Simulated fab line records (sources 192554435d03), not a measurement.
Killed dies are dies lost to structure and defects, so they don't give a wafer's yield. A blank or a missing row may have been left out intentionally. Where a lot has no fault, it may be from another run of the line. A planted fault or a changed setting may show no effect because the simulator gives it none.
Split-lot study / flow n5-finfet / route with 1938 steps; 7 lots, 21 wafers read

## ON THE SPLIT
At N5_BEOL_M12_COAT_04 (resist thk 400 nm), the setting spin-rpm was moved away from the recipe's 1625 rpm on 6 of the 21 wafers read, by -8.1% to +6.7%. The other wafers ran this setting at the recipe's value.

## FROM THE SPLIT TO THE READING: what the file shows between them, 3 steps
- N5_BEOL_M12_EBR_06
- N5_BEOL_M12_SOFTBAKE_05: time 60 s
- N5_BEOL_M12_DESCUM_15: chemistry O2, time 7.9 s

## THE READING
coat_of_BEOL_M12_COAT_04.thk-nm (the simulator's own value, which no gauge read), in nm, at N5_BEOL_M12_ETCH_59 (etches BARC in N2/H2, target depth 89 nm, overetch 26.7 nm, time 67.9 s). The file gives no usual value for it. Across the 15 wafers here that went through the recipe, the average is 317.2 nm and the standard deviation 1.4 nm.

wafer=L075.1; tool, chamber at the split=litho-track-03, 0; spin-rpm as run, rpm=1625; against the recipe=recipe; coat_of_BEOL_M12_COAT_04.thk-nm, nm=317.4; against lot-mates on the recipe=-
wafer=L075.4; tool, chamber at the split=litho-track-03, 0; spin-rpm as run, rpm=1625; against the recipe=recipe; coat_of_BEOL_M12_COAT_04.thk-nm, nm=314.6; against lot-mates on the recipe=-
wafer=L075.6; tool, chamber at the split=litho-track-03, 0; spin-rpm as run, rpm=1625; against the recipe=recipe; coat_of_BEOL_M12_COAT_04.thk-nm, nm=315.4; against lot-mates on the recipe=-
wafer=L077.2; tool, chamber at the split=litho-track-04, 0; spin-rpm as run, rpm=1675; against the recipe=+3.1%; coat_of_BEOL_M12_COAT_04.thk-nm, nm=312.4; against lot-mates on the recipe=-4.7
wafer=L077.3; tool, chamber at the split=litho-track-04, 0; spin-rpm as run, rpm=1625; against the recipe=recipe; coat_of_BEOL_M12_COAT_04.thk-nm, nm=317.2; against lot-mates on the recipe=-
wafer=L077.4; tool, chamber at the split=litho-track-04, 0; spin-rpm as run, rpm=1625; against the recipe=recipe; coat_of_BEOL_M12_COAT_04.thk-nm, nm=317; against lot-mates on the recipe=-
wafer=L076.1; tool, chamber at the split=litho-track-02, 0; spin-rpm as run, rpm=1493; against the recipe=-8.1%; coat_of_BEOL_M12_COAT_04.thk-nm, nm=332; against lot-mates on the recipe=no lot-mate on the recipe
wafer=L076.4; tool, chamber at the split=litho-track-02, 0; spin-rpm as run, rpm=1493; against the recipe=-8.1%; coat_of_BEOL_M12_COAT_04.thk-nm, nm=332.4; against lot-mates on the recipe=no lot-mate on the recipe
wafer=L076.6; tool, chamber at the split=litho-track-02, 0; spin-rpm as run, rpm=1493; against the recipe=-8.1%; coat_of_BEOL_M12_COAT_04.thk-nm, nm=334; against lot-mates on the recipe=no lot-mate on the recipe
wafer=L078.1; tool, chamber at the split=litho-track-02, 0; spin-rpm as run, rpm=1625; against the recipe=recipe; coat_of_BEOL_M12_COAT_04.thk-nm, nm=316.8; against lot-mates on the recipe=-
wafer=L078.4; tool, chamber at the split=litho-track-02, 0; spin-rpm as run, rpm=1734; against the recipe=+6.7%; coat_of_BEOL_M12_COAT_04.thk-nm, nm=304.6; against lot-mates on the recipe=-12.2
wafer=L078.6; tool, chamber at the split=litho-track-02, 0; spin-rpm as run, rpm=1734; against the recipe=+6.7%; coat_of_BEOL_M12_COAT_04.thk-nm, nm=304; against lot-mates on the recipe=-12.8
wafer=L080.1; tool, chamber at the split=litho-track-04, 0; spin-rpm as run, rpm=1625; against the recipe=recipe; coat_of_BEOL_M12_COAT_04.thk-nm, nm=318; against lot-mates on the recipe=-
wafer=L080.4; tool, chamber at the split=litho-track-04, 0; spin-rpm as run, rpm=1625; against the recipe=recipe; coat_of_BEOL_M12_COAT_04.thk-nm, nm=318.8; against lot-mates on the recipe=-
wafer=L080.6; tool, chamber at the split=litho-track-04, 0; spin-rpm as run, rpm=1625; against the recipe=recipe; coat_of_BEOL_M12_COAT_04.thk-nm, nm=318.8; against lot-mates on the recipe=-
wafer=L079.1; tool, chamber at the split=litho-track-02, 0; spin-rpm as run, rpm=1625; against the recipe=recipe; coat_of_BEOL_M12_COAT_04.thk-nm, nm=315.6; against lot-mates on the recipe=-
wafer=L079.3; tool, chamber at the split=litho-track-02, 0; spin-rpm as run, rpm=1625; against the recipe=recipe; coat_of_BEOL_M12_COAT_04.thk-nm, nm=316.8; against lot-mates on the recipe=-
wafer=L079.4; tool, chamber at the split=litho-track-02, 0; spin-rpm as run, rpm=1625; against the recipe=recipe; coat_of_BEOL_M12_COAT_04.thk-nm, nm=319.8; against lot-mates on the recipe=-
wafer=L094.4; tool, chamber at the split=litho-track-04, 0; spin-rpm as run, rpm=1625; against the recipe=recipe; coat_of_BEOL_M12_COAT_04.thk-nm, nm=318.8; against lot-mates on the recipe=-
wafer=L094.5; tool, chamber at the split=litho-track-04, 0; spin-rpm as run, rpm=1625; against the recipe=recipe; coat_of_BEOL_M12_COAT_04.thk-nm, nm=316.6; against lot-mates on the recipe=-
wafer=L094.6; tool, chamber at the split=litho-track-04, 0; spin-rpm as run, rpm=1625; against the recipe=recipe; coat_of_BEOL_M12_COAT_04.thk-nm, nm=317; against lot-mates on the recipe=-

THE FIT
A straight line over all 21 wafers: coat_of_BEOL_M12_COAT_04.thk-nm changes by -1.91 nm for each +1% of spin-rpm; r = -0.99; the points scatter about the line by 1.3 nm.
The same after taking each lot's own level away (the mean of its wafers on the recipe; 18 wafers): -1.84 nm for each +1%; r = -0.97; scatter 1.1 nm.
Per that fit: largest spin-rpm move, reading shift of 15 nm.
The lots' own levels span 315.80 to 318.53 nm, that is 2.0 times the standard deviation above.
The two slopes agree, so the slope changes little with the lot-to-lot level.
Check: with one of the wafers moved furthest among these (+6.7%) left out of the fit, the line predicts -12.4 nm for it against its lot-mates. Against them it came out at -12.2 nm.

## OTHER SPLITS ON THESE WAFERS
Before the reading, these wafers also passed through other splits. Each is held against what the fit with the lots' levels taken away leaves over:
other split on the same wafers=N5_BEOL_M12_ILD_DEP_00 time-s; wafers away from the commonest value=4; r with coat_of_BEOL_M12_COAT_04.thk-nm (lot level and that fit taken away)=+0.17

## THE WHOLE CHAIN: every reading that the file lists as answering this split, in the file's order
step=N5_BEOL_M12_COAT_04; what it does=resist thk 400 nm; reading=coat_of_BEOL_M12_COAT_04.thk-nm (the simulator's own value, which no gauge read); change (the file's fit)=-1.96 nm for each +1% of the setting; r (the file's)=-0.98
step=N5_BEOL_M12_DESCUM_15; what it does=chemistry O2, time 7.9 s; reading=coat_of_BEOL_M12_COAT_04.thk-nm (the simulator's own value, which no gauge read); change (the file's fit)=-1.93 nm for each +1% of the setting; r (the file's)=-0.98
step=N5_BEOL_M12_ETCH_59; what it does=etches BARC in N2/H2, target depth 89 nm, overetch 26.7 nm, time 67.9 s; reading=coat_of_BEOL_M12_COAT_04.thk-nm (the simulator's own value, which no gauge read); change (the file's fit)=-1.81 nm for each +1% of the setting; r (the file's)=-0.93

## THE FILE'S OWN FIT
coat_of_BEOL_M12_COAT_04.thk-nm changes by -1.81 nm for each +1% of spin-rpm, r = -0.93.
